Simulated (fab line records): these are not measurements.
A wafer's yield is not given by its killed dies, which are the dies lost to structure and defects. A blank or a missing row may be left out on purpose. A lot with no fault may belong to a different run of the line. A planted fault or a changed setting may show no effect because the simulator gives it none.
Chamber matching | flow n5_finfet | rie_diel-04 running N5_MOL_CONTACT_COAG_ETCH_67: 4 sister chambers
The step etches SOC in N2/H2, target depth 60 nm, overetch 21 nm, time 101.2 s. 18 wafers are shown with their chamber, then 9 later ones without.

## WAFERS, EACH WITH ITS CHAMBER
wafer  | chamber | showerhead_plenum_p_Torr (Torr) | throttle_valve_pct (%) | oes_product_au (a.u.)
L074.1 | 2       | 2.48                            | 17.53                  | 0.78
L074.2 | 1       | 2.61                            | 17.92                  | 0.61
L074.3 | 3       | 2.43                            | 17.79                  | 0.61
L075.3 | 3       | 2.43                            | 17.79                  | 0.61
L075.4 | 1       | 2.61                            | 17.91                  | 0.61
L075.6 | 1       | 2.61                            | 17.91                  | 0.60
L077.3 | 2       | 2.48                            | 17.54                  | 0.76
L077.4 | 3       | 2.43                            | 17.81                  | 0.60
L077.6 | 2       | 2.48                            | 17.53                  | 0.76
L079.3 | 0       | 2.43                            | 17.97                  | 0.60
L079.4 | 3       | 2.43                            | 17.81                  | 0.60
L079.6 | 3       | 2.43                            | 17.81                  | 0.60
L081.1 | 2       | 2.48                            | 17.56                  | 0.76
L081.2 | 1       | 2.61                            | 17.92                  | 0.60
L081.5 | 0       | 2.43                            | 17.99                  | 0.59
L083.1 | 2       | 2.47                            | 17.55                  | 0.75
L083.2 | 0       | 2.42                            | 17.99                  | 0.59
L083.5 | 0       | 2.42                            | 17.99                  | 0.59

SIGNATURES (means of the wafers above)
reading                  | chamber 0 | chamber 1 | chamber 2 | chamber 3 | scatter within a chamber
showerhead_plenum_p_Torr | 2.4250    | 2.6100    | 2.4780    | 2.4300    | 0.00359
throttle_valve_pct       | 17.9850   | 17.9150   | 17.5420   | 17.8020   | 0.0106
oes_product_au           | 0.5925    | 0.6050    | 0.7620    | 0.6040    | 0.00744
Rule: a wafer lies at a distance from a chamber equal to the root of the sum of squares, over the readings, of (its reading less the chamber's mean, divided by the reading's scatter). If the next closest chamber is less than 2 further off than the closest, the wafer can't be placed; otherwise it belongs to the closest. How the scatter is found: for the shown wafers, subtract from each reading the mean of its chamber, square and add these, divide the total by (wafers less chambers), then take the root.

## WAFERS WHOSE CHAMBER IS MISSING
wafer  | showerhead_plenum_p_Torr (Torr) | throttle_valve_pct (%) | oes_product_au (a.u.)
L087.1 | 2.42                            | 18.00                  | 0.59
L087.2 | 2.61                            | 17.95                  | 0.59
L087.6 | 2.42                            | 17.99                  | 0.59
L090.2 | 2.42                            | 17.85                  | 0.58
L090.3 | 2.60                            | 17.95                  | 0.59
L090.4 | 2.47                            | 17.58                  | 0.72
L091.1 | 2.60                            | 17.97                  | 0.59
L091.3 | 2.42                            | 17.84                  | 0.58
L091.4 | 2.42                            | 18.01                  | 0.58

## CHAMBER TAKEN BY EACH
wafer  | from the rows above | in truth
L087.1 | 0                   | 0
L087.2 | 1                   | 1
L087.6 | 0                   | 0
L090.2 | 3                   | 3
L090.3 | 1                   | 1
L090.4 | 2                   | 2
L091.1 | 1                   | 1
L091.3 | 3                   | 3
L091.4 | 0                   | 0
Placed correctly: 9 of 9. From these rows, 0 cannot be placed. Number placed wrongly: 0.
